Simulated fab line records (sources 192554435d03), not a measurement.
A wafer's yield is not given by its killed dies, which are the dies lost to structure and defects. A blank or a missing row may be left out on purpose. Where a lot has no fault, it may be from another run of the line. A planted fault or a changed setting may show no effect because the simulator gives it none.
One fault through the eyes of 2 desks | flow n5Finfet | each desk holds nothing but its own numbers, with what lay behind them at the end

DESK OF THE TOOL OWNER: lithoTrack-05
The tool's own readings at N5_BEOL_M2_COAT_67 (time 60 s, resist thk 60 nm): means of the sampled wafers that have a number, for each lot that ran on this tool. Marked OUT: a lot whose mean sits more than 4 standard deviations from the usual mean, which makes it out of limits; the brackets give that distance.
Columns: A = heaterPowerTotalW at N5_BEOL_M2_COAT_67, usual 500.6 W; B = spinSpeedRpm at N5_BEOL_M2_COAT_67, usual 1500.0 rpm
lot  | first seen here | A     | B
L541 | day 9 13:35     | 502.4 | 1500.4
L547 | day 11 00:27    | 499.3 | 1679.3 (+99 or more) OUT
L550 | day 12 00:46    | 499.0 | 1678.4 (+99 or more) OUT
This desk's verdict: out of limits on L547, L550, starting with L547 at day 11 00:27 (spinSpeedRpm at N5_BEOL_M2_COAT_67). Within limits: L541.

METROLOGY DESK
What the gauges read, lot by lot, whatever tool the lot ran on: means of the sampled wafers that have a number. Marked OUT: a lot whose mean sits more than 4 standard deviations from the usual mean, which makes it out of limits; the brackets give that distance. Shown here are 7 of its 10 readings, the ones lying furthest out on some lot.
Columns: A = DIBL_P at N5_BEOL_M4_RC_MEAS_101, usual 36.3 mV/V; B = IOFF_N at N5_BEOL_M4_RC_MEAS_101, usual 0.17 nA/um; C = ION_P at N5_BEOL_M4_RC_MEAS_101, usual 464 uA/um; D = SS_N at N5_BEOL_M4_RC_MEAS_101, usual 71.7 mV/dec; E = SS_P at N5_BEOL_M4_RC_MEAS_101, usual 73.3 mV/dec; F = VT_N at N5_BEOL_M4_RC_MEAS_101, usual 250 mV; G = VT_P at N5_BEOL_M4_RC_MEAS_101, usual -249 mV
lot  | first seen here | A    | B    | C   | D    | E    | F   | G
L541 | day 12 07:59    | 38.6 | 0.17 | 464 | 72.1 | 73.7 | 251 | -250
L550 | day 14 05:37    | 37.6 | 0.19 | 471 | 71.9 | 73.5 | 246 | -246
L547 | day 14 10:09    | 35.6 | 0.25 | 460 | 73.2 | 73.7 | 251 | -248
L554 | day 15 13:37    | 35.3 | 0.14 | 464 | 71.7 | 72.5 | 252 | -251
This desk found nothing out of limits on any of the 4 lots.

PUT TOGETHER
An alarm could have come from the tool owner's desk at day 11 00:27, on L547, L550.
Nothing out of limits was seen by the metrology desk.
The metrology desk has L547, L550 on record, within its limits.
N5_BEOL_M2_COAT_67 was run on lithoTrack-05 by each of the lots named.

WHAT THE SIMULATOR HAD INSERTED
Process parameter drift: lithoTrack-05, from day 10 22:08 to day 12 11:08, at N5_BEOL_M2_COAT_67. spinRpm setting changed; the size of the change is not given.
Shown lots that were struck: L547, L550.
Hours from the fault's start to each desk's first reading out of limits: the tool owner's desk, 2.
